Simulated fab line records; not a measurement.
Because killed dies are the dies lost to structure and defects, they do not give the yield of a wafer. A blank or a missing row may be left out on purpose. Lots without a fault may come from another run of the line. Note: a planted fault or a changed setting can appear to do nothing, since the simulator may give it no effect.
Matching of chambers | flow n5 finfet | N5_BEOL_M1_VIA_ETCH_34 on rie diel-06: 4 sister chambers
The step etches the open film in C4F6/O2, target depth 67.8 nm, time 64.4 s. 14 wafers are shown with their chamber, then 7 later ones without.

## WAFERS WITH THEIR CHAMBER
wafer  | chamber | rf vpp V (V) | throttle valve pct (%) | showerhead plenum p Torr (Torr)
L075.3 | 0       | 682          | 30.71                  | 2.93
L075.4 | 2       | 663          | 30.24                  | 2.81
L075.5 | 0       | 682          | 30.71                  | 2.93
L077.2 | 1       | 654          | 30.74                  | 2.91
L077.4 | 3       | 663          | 30.46                  | 2.86
L077.5 | 3       | 664          | 30.45                  | 2.86
L078.2 | 1       | 653          | 30.73                  | 2.91
L078.5 | 0       | 682          | 30.73                  | 2.92
L078.6 | 3       | 663          | 30.46                  | 2.86
L080.1 | 1       | 653          | 30.78                  | 2.91
L080.2 | 3       | 664          | 30.44                  | 2.86
L080.6 | 0       | 683          | 30.71                  | 2.92
L086.1 | 3       | 662          | 30.46                  | 2.85
L086.4 | 1       | 653          | 30.76                  | 2.91

SIGNATURES (averages over the wafers above)
reading                  | chamber 0 | chamber 1 | chamber 2 | chamber 3 | scatter within a chamber
rf vpp V                 | 682.25    | 653.25    | 663.00    | 663.20    | 0.656
throttle valve pct       | 30.7150   | 30.7525   | 30.2400   | 30.4540   | 0.0145
showerhead plenum p Torr | 2.9250    | 2.9100    | 2.8100    | 2.8580    | 0.00424
Rule: for each reading, subtract the chamber's mean from the wafer's reading, divide by that reading's scatter and square the result; add these up over the readings and take the root, which gives the wafer's distance from the chamber. If the next closest chamber is less than 2 further off than the closest, the wafer can't be placed; otherwise it belongs to the closest. The scatter: take each reading less its chamber's mean, square it, sum over the shown wafers, divide by the number of wafers less the number of chambers, and take the root.

## WAFERS WITHOUT THEIR CHAMBER
wafer  | rf vpp V (V) | throttle valve pct (%) | showerhead plenum p Torr (Torr)
L086.5 | 652          | 30.76                  | 2.91
L093.4 | 662          | 30.46                  | 2.85
L093.5 | 664          | 30.49                  | 2.85
L093.6 | 662          | 30.27                  | 2.79
L096.1 | 664          | 30.28                  | 2.79
L096.2 | 662          | 30.49                  | 2.84
L096.4 | 682          | 30.75                  | 2.91

## WHICH CHAMBER EACH WENT THROUGH
wafer  | from the rows above | in truth
L086.5 | 1                   | 1
L093.4 | 3                   | 3
L093.5 | 3                   | 3
L093.6 | 2                   | 2
L096.1 | 2                   | 2
L096.2 | 3                   | 3
L096.4 | 0                   | 0
Correct placement for 7 of the 7. Can't be placed from these rows: 0. Wrongly placed: 0.
